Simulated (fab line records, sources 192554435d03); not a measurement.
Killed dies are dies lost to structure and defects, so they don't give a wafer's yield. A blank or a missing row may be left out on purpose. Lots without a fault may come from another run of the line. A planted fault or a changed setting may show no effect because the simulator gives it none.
Problem report in the 8D (eight disciplines) form, filled by code | flow n5_finfet | the parts of the form that need people (team, actions taken, sign-off) are left out

1. THE PROBLEM
spin_speed_rpm at N5_SD_EPI_P_COAT_34 reads a mean of 1340.1 rpm on 9 wafers of 3 lots; wafers without a fault read 1500.1 rpm with a standard deviation of 1. That is -99 or more standard deviations from the usual mean.
The step: time 60 s, resist thk 350 nm.
First seen on wafer L793.2, day 4 18:53, on litho_track-03. The record holds 21 wafers of 7 lots with a number at this step. Rule for "out", or "out of limits": more than 4 standard deviations from the usual mean. The other wafers with a number count as sound.

2. WHAT IT IS AND WHAT IT IS NOT
question                    | is                     | is not
which readings at this step | spin_speed_rpm         | -
which lots                  | L793, L794, L796       | L792, L800, L804, L806
which wafers of those lots  | all that have a number | -
read on which tools         | litho_track-03         | litho_track-04, litho_track-05
when                        | from day 4 18:53       | up to then (3 sound wafers); but 9 sound wafers of L800, L804, L806 came after

3. SUSPECTS, AND WHAT RULES EACH OUT
Counting: a tool at a process step up to the reading stays a suspect if it ran every lot that is out and no sound lot after the first of them.
- litho_track-03 at N5_SD_EPI_P_COAT_34 (time 60 s, resist thk 350 nm): kept. It ran every lot that is out, first L793 (day 4 18:53), and no sound lot after that; its last sound lot up to then is L792 (day 4 12:08). Its own readings are out on those wafers: spin_speed_rpm.
Left after counting: litho_track-03 at N5_SD_EPI_P_COAT_34.

4. THE CAUSE (what the simulator had put in)
Process parameter drift: litho_track-03, from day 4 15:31 on, at N5_SD_EPI_P_COAT_34. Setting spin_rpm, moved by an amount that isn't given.
Counting left only this tool.

5. THE CHAIN OF EFFECTS, in route order
Each row: a reading whose mean over the struck wafers that have a number lies more than 3 standard deviations from the usual. Only readings for which the record gives a usual standard deviation are gone through. hours: the time from each lot's start at the first step in this table that gives one to its start at this step, as a median over the lots. sigmas: the change in usual standard deviations.
hours | step                | reading        | usual      | on struck wafers | change | sigmas
0     | N5_SD_EPI_P_COAT_34 | spin_speed_rpm | 1500.1 rpm | 1340.1           | -160.0 | -99 or more
The process steps in it:
- N5_SD_EPI_P_COAT_34: time 60 s, resist thk 350 nm.

6. WHAT WOULD HAVE CAUGHT IT SOONER
In this record the first reading out of limits was taken at day 4 18:53, 3 hours after the fault began at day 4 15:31.
